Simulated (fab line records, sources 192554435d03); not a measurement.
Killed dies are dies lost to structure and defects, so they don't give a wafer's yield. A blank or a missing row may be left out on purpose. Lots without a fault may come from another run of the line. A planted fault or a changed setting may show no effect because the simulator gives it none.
fab line records | flow n5_finfet | part 2 of 2: steps 18 to 29 of 29
record lots=5 wafers=15 last_day=17
route steps=1938 shown SD_EPI_N@271 SD_EPI_P@295
lots that met no fault: from a run of the same line without faults
start_h: hours from the record's first day to the start of the lot's first wafer shown | wait_h: hours since the lot's step before | " the same as in the row above | L1.1+2: a row that stands for several wafers | - no value, or no start given | * or withheld: withheld | < > ~ a bound
route shown NAME@n: a module of which the file shows steps, and the number in the route of the first | usual: mean/standard deviation of fault-free wafers | same: alike in all rows | chamber/n: place in a boat | sites: the reading at each site | _std_site: their standard deviation | _edge_site: outer sites' mean less inner sites' | radius_mm: how far each site lies from the wafer's centre | mask NAME#n: copy n | behind: the tool/chamber that last shaped the wafer | hold: why the lot was held/for how many hours/how that ended | device: the transistor (n, p or np) that didn't switch | end of line: the same wafers' tests at the end of the route | a step without rows: its recipe alone | killed: dies lost to structure and defects at the first sort, not the wafer's yield | map: a wafer's dies, x killed, . not, _ none there
set.NAME: the setting as run; set.NAME@STEP: as run at that earlier step | model.NAME: the simulator's own value behind a step, which no gauge read
lots at some steps of the route; a table a step, a row a wafer
services: from which hour (start_h, from the record's first day; less than 0 if before it) a tool's chamber was out of use, for how many hours, and why
## steps
# step N5_SD_EPI_N_EPI_21
# recipe material=Si:P dopant=P temp_c=680 pressure_torr=255 time_s=690
# usual lamp_inner_pct=16.7/0.48
# columns lot.wafer tool chamber start_h wait_h lamp_inner_pct
L075.2 epi_rpcvd-02 0 55.32 0.4 16.5
L075.3 " 0 " " 16.2
L075.6 " 0 " " 16.3
L076.1 epi_rpcvd-03 0 63.70 0.1 16.4
L076.4 " 0 " " 16.4
L076.5 " 0 " " 16.6
L081.1 epi_rpcvd-02 0 93.02 0.1 16.3
L081.2 " 0 " " 16.3
L081.3 " 0 " " 16.3
L092.2 epi_rpcvd-01 0 164.94 0.5 17.2
L092.3 " 0 " " 17.2
L092.5 " 0 " " 17.3
L093.1 epi_rpcvd-01 0 168.81 0.2 17.4
L093.2 " 0 " " 17.3
L093.5 " 0 170.31 1.5 17.0
# step N5_SD_EPI_N_EPI_MEAS_23
# recipe mode=xrd
# usual thk_nm=59.1/1.1
# columns lot.wafer tool chamber start_h wait_h thk_nm
L075.2 film_metro-02 - 56.76 1.2 59.2
L075.3 " - " " 59.6
L075.6 " - " " 56.9
L076.1 film_metro-02 - 65.42 1.4 60.3
L076.4 " - " " 58.7
L076.5 " - " " 58.5
L081.1 film_metro-01 - 94.74 1.4 61.0
L081.2 " - " " 60.3
L081.3 " - " " 60.9
L092.2 film_metro-01 - 166.84 1.5 59.5
L092.3 " - " " 59.1
L092.5 " - " " 58.4
L093.1 film_metro-02 - 171.09 1.9 58.8
L093.2 " - " " 57.8
L093.5 " - " " 58.1
# step N5_SD_EPI_N_PRECLEAN_24
# recipe chemistry=O3/DIW time_s=60 temp_c=22 o3_ppm=10
# columns lot.wafer tool chamber start_h wait_h
L075.2+3+6 wet_bench-01 1,0,4 56.80 0.0
L076.1+4+5 wet_bench-06 3,0,1 65.45 0.0
L081.1+2+3 wet_bench-01 2,7,3 94.78 0.0
L092.2+3+5 wet_bench-06 1,7,0 166.87 0.0
L093.1+2+5 wet_bench-06 4,3,0 171.13 0.0
# step N5_SD_EPI_N_SRD_25
# recipe time_s=30 temp_c=23 rinse_liquid=diw dry=ipa_marangoni
# columns lot.wafer tool chamber start_h wait_h
L075.2+3+6 wet_bench-01 1,0,4 56.82 0.0
L076.1+4+5 wet_bench-06 3,0,1 65.47 0.0
L081.1+2+3 wet_bench-01 2,7,3 94.80 0.0
L092.2+3+5 wet_bench-06 1,7,0 166.89 0.0
L093.1+2+5 wet_bench-06 4,3,0 171.15 0.0
# step N5_SD_EPI_N_PRECLEAN_49
# recipe chemistry=NF3:NH3 afs_cycles=1 temp_c=30 time_s=20 sublimation_temp_c=180 sublimation_time_s=60 pressure_torr=3 rf_power_w=30
# usual pressure_torr=3.000/0.0052
# same afs_cycles=1
# columns lot.wafer tool chamber start_h wait_h pressure_torr
L075.2 remote_plasma-02 1 56.89 0.1 3.004
L075.3 " 1 " " 3.009
L075.6 " 1 " " 3.002
L076.1 remote_plasma-02 0 65.52 0.0 2.997
L076.4 " 0 " " 2.997
L076.5 " 0 " " 2.994
L081.1 remote_plasma-02 1 94.84 0.0 2.996
L081.2 " 1 " " 3.000
L081.3 " 1 " " 2.999
L092.2 remote_plasma-02 1 167.06 0.2 3.002
L092.3 " 1 " " 2.995
L092.5 " 1 " " 2.999
L093.1 remote_plasma-02 0 171.19 0.0 2.998
L093.2 " 0 " " 3.000
L093.5 " 0 " " 3.001
# step N5_SD_EPI_N_LINER_46
# recipe material=SiNx target_thk_a=30 temp_c=400 ald_precursor_family=SiH2I2 ald_co_reactant=N2/H2-plasma pressure_torr=2
# usual heater_power_w=846/83
# columns lot.wafer tool chamber start_h wait_h heater_power_w
L075.2 ald_sin-02 1 57.67 0.7 865
L075.3 " 0 " " 731
L075.6 " 1 " " 872
L076.1 ald_sin-04 1 65.72 0.2 961
L076.4 " 3 " " 880
L076.5 " 2 " " 933
L081.1 ald_sin-02 1 95.04 0.2 852
L081.2 " 3 " " 731
L081.3 " 0 " " 719
L092.2 ald_sin-04 2 167.32 0.2 910
L092.3 " 0 " " 770
L092.5 " 2 " " 919
L093.1 ald_sin-04 0 171.39 0.2 762
L093.2 " 2 " " 917
L093.5 " 2 " " 926
# step N5_SD_EPI_N_INSPECT_26
# recipe inspect_instrument=darkfield mode=post_epi
# usual raw_defect_count=189/37
# columns lot.wafer tool chamber start_h wait_h raw_defect_count
L075.2 defect_inspect-02 - 57.92 0.1 134
L075.3 " - " " 158
L075.6 " - " " 159
L076.1 defect_inspect-01 - 65.97 0.1 179
L076.4 " - " " 210
L076.5 " - " " 216
L081.1 defect_inspect-02 - 95.29 0.1 203
L081.2 " - " " 234
L081.3 " - " " 214
L092.2 defect_inspect-01 - 167.57 0.1 232
L092.3 " - " " 149
L092.5 " - " " 219
L093.1 defect_inspect-02 - 171.64 0.1 278
L093.2 " - " " 263
L093.5 " - " " 287
# step N5_SD_EPI_P_COAT_34
# recipe resist=SOC temp_c=250 time_s=60 spin_rpm=1500 resist_thk_nm=350
# usual dispense_pressure_kPa=48/6.5 exhaust_pa=44.9/0.92
# columns lot.wafer tool chamber start_h wait_h dispense_pressure_kPa exhaust_pa
L075.2 litho_track-01 0 57.95 0.0 50 45.7
L075.3 " 0 " " 50 44.5
L075.6 " 0 " " 50 43.2
L076.1 litho_track-05 0 66.00 0.0 42 46.3
L076.4 " 0 " " 42 46.8
L076.5 " 0 " " 42 46.0
L081.1 litho_track-05 0 95.33 0.0 42 45.8
L081.2 " 0 " " 42 45.5
L081.3 " 0 " " 42 46.2
L092.2 litho_track-03 0 167.60 0.0 59 45.0
L092.3 " 0 " " 59 42.3
L092.5 " 0 " " 59 44.8
L093.1 litho_track-05 0 171.68 0.0 42 44.8
L093.2 " 0 " " 42 44.3
L093.5 " 0 " " 42 46.1
# step N5_SD_EPI_P_COAT_35
# recipe resist=SiARC temp_c=220 time_s=60 spin_rpm=1500 resist_thk_nm=35
# usual dispense_pressure_kPa=48/6.5 exhaust_pa=45.4/0.92
# columns lot.wafer tool chamber start_h wait_h dispense_pressure_kPa exhaust_pa
L075.2 litho_track-01 0 - - 49 45.8
L075.3 " 0 " " 49 46.2
L075.6 " 0 " " 49 45.6
L076.1 litho_track-05 0 - - 42 44.4
L076.4 " 0 " " 42 43.7
L076.5 " 0 " " 42 45.2
L081.1 litho_track-05 0 - - 42 44.5
L081.2 " 0 " " 42 44.8
L081.3 " 0 " " 42 44.2
L092.2 litho_track-03 0 - - 59 46.6
L092.3 " 0 " " 59 47.3
L092.5 " 0 " " 59 46.7
L093.1 litho_track-05 0 - - 42 46.3
L093.2 " 0 " " 42 46.2
L093.5 " 0 " " 42 45.9
# step N5_SD_EPI_P_COAT_03
# recipe resist=CAR-ArF-block spin_rpm=1500 resist_thk_nm=150
# usual dispense_pressure_kPa=48/6.5 exhaust_pa=45.1/0.89
# columns lot.wafer tool chamber start_h wait_h dispense_pressure_kPa exhaust_pa
L075.2 litho_track-01 0 - - 50 43.5
L075.3 " 0 " " 50 43.7
L075.6 " 0 " " 50 44.1
L076.1 litho_track-05 0 - - 42 44.5
L076.4 " 0 " " 42 44.2
L076.5 " 0 " " 42 44.3
L081.1 litho_track-05 0 - - 42 45.1
L081.2 " 0 " " 42 46.4
L081.3 " 0 " " 42 45.9
L092.2 litho_track-03 0 - - 59 44.3
L092.3 " 0 " " 59 43.4
L092.5 " 0 " " 59 43.8
L093.1 litho_track-05 0 - - 42 45.2
L093.2 " 0 " " 42 45.3
L093.5 " 0 " " 42 45.2
# step N5_SD_EPI_P_EBR_05
# recipe solvent=PGMEA ebr_width_mm=1.5
# usual exhaust_pa=45.1/0.94
# columns lot.wafer tool chamber start_h wait_h exhaust_pa
L075.2 litho_track-01 0 - - 43.9
L075.3 " 0 " " 45.0
L075.6 " 0 " " 44.3
L076.1 litho_track-05 0 - - 44.4
L076.4 " 0 " " 45.1
L076.5 " 0 " " 44.1
L081.1 litho_track-05 0 - - 46.3
L081.2 " 0 " " 45.6
L081.3 " 0 " " 45.1
L092.2 litho_track-03 0 - - 43.6
L092.3 " 0 " " 43.7
L092.5 " 0 " " 43.8
L093.1 litho_track-05 0 - - 43.5
L093.2 " 0 " " 43.0
L093.5 " 0 " " 44.2
# step N5_SD_EPI_P_SOFTBAKE_04
# recipe temp_c=110 time_s=60 resist=CAR-ArF-block
# usual exhaust_pa=45.1/0.87
# columns lot.wafer tool chamber start_h wait_h exhaust_pa
L075.2 litho_track-01 0 - - 46.1
L075.3 " 0 " " 45.5
L075.6 " 0 " " 45.2
L076.1 litho_track-05 0 - - 44.9
L076.4 " 0 " " 46.2
L076.5 " 0 " " 45.9
L081.1 litho_track-05 0 - - 44.8
L081.2 " 0 " " 45.2
L081.3 " 0 " " 46.8
L092.2 litho_track-03 0 - - 44.9
L092.3 " 0 " " 45.3
L092.5 " 0 " " 45.9
L093.1 litho_track-05 0 - - 44.3
L093.2 " 0 " " 44.6
L093.5 " 0 " " 44.4
## services
# columns tool chamber start_h hours kind
ald_sin-04 0 29.66 4.2 repair
remote_plasma-02 - 29.87 1.6 repair
rie_diel-02 3 29.96 10.2 repair
rie_si-04 - 56.83 10.6 repair
rie_diel-06 - 60.80 0.3 repair
wet_bench-05 - 61.33 4.4 pm
epi_rpcvd-02 - 69.97 0.5 pm
ald_sin-04 - 73.66 6.1 pm
ald_sin-02 3 84.38 4.8 repair
rie_diel-02 1 85.19 - clean
rie_diel-02 1 85.19 - consumable_replace:focus_ring
rie_diel-02 1 85.19 23.3 scheduled_down
rie_diel-02 1 85.19 23.3 vent_cycle
ald_sin-04 0 102.95 12.7 repair
rie_diel-04 1 107.47 3.4 repair
ald_sin-02 3 122.06 3.6 repair
ald_sin-02 - 134.01 14.6 pm
plasma_asher-01 - 142.48 15.6 pm
epi_rpcvd-01 - 142.96 2.8 pm
ald_sin-02 - 148.61 6.1 pm
rie_diel-06 - 153.59 1.2 repair
rie_diel-02 0 162.16 - clean
rie_diel-02 0 162.16 - consumable_replace:focus_ring
plasma_asher-02 - 169.97 4.1 repair
